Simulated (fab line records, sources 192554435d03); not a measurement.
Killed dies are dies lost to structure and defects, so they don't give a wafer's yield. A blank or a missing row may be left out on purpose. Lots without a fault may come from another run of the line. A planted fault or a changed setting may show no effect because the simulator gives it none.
Chamber matching | flow n5_finfet | N5_BEOL_M8_CURE_75 on uv_cure-01: 3 sister chambers
The step cures SiCOH lowk, time 120 s. 14 wafers are shown with their chamber, then 7 later ones without.

WAFERS WITH THEIR CHAMBER
wafer  | chamber | wafer_temp_C_max | lamp_power_pct (%)
L077.3 | 1       | 370.9            | 52.28
L077.5 | 1       | 371.2            | 52.32
L077.6 | 1       | 371.3            | 52.36
L082.3 | 0       | 372.3            | 52.31
L082.5 | 0       | 371.8            | 52.30
L082.6 | 0       | 372.2            | 52.30
L083.1 | 2       | 371.2            | 52.27
L083.2 | 2       | 371.0            | 52.27
L083.6 | 2       | 371.2            | 52.35
L086.3 | 2       | 371.6            | 52.46
L086.4 | 2       | 371.5            | 52.28
L086.5 | 2       | 372.2            | 52.37
L091.1 | 0       | 371.6            | 52.38
L091.2 | 0       | 372.2            | 52.39

SIGNATURES (means of the wafers above)
reading          | chamber 0 | chamber 1 | chamber 2 | scatter within a chamber
wafer_temp_C_max | 372.020   | 371.133   | 371.450   | 0.353
lamp_power_pct   | 52.3360   | 52.3200   | 52.3333   | 0.0602
Rule: a wafer's distance from a chamber is the root of the sum, over the readings, of the square of ((its reading less the chamber's mean) divided by the reading's scatter). The wafer belongs to the nearest chamber; if the next one is less than 2 further off, it can't be placed. The scatter: the root of (the sum of the squares of (reading less its chamber's mean) over the shown wafers, divided by (wafers less chambers)).

WAFERS WITHOUT THEIR CHAMBER
wafer  | wafer_temp_C_max | lamp_power_pct (%)
L091.4 | 372.4            | 52.36
L092.1 | 371.7            | 52.31
L092.2 | 371.3            | 52.26
L092.3 | 371.8            | 52.40
L093.1 | 372.4            | 52.25
L093.3 | 371.8            | 52.30
L093.5 | 372.3            | 52.36

WHICH CHAMBER EACH WENT THROUGH
wafer  | from the rows above          | in truth
L091.4 | can't be placed: 0 or 2      | 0
L092.1 | can't be placed: 2 or 0 or 1 | 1
L092.2 | can't be placed: 1 or 2 or 0 | 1
L092.3 | can't be placed: 0 or 2 or 1 | 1
L093.1 | can't be placed: 0 or 2 or 1 | 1
L093.3 | can't be placed: 0 or 2 or 1 | 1
L093.5 | can't be placed: 0 or 2      | 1
Placed correctly: 0 of 7. Can't be placed from these rows: 7 (the true chamber is among the candidates in 6). Placed wrongly: 0.
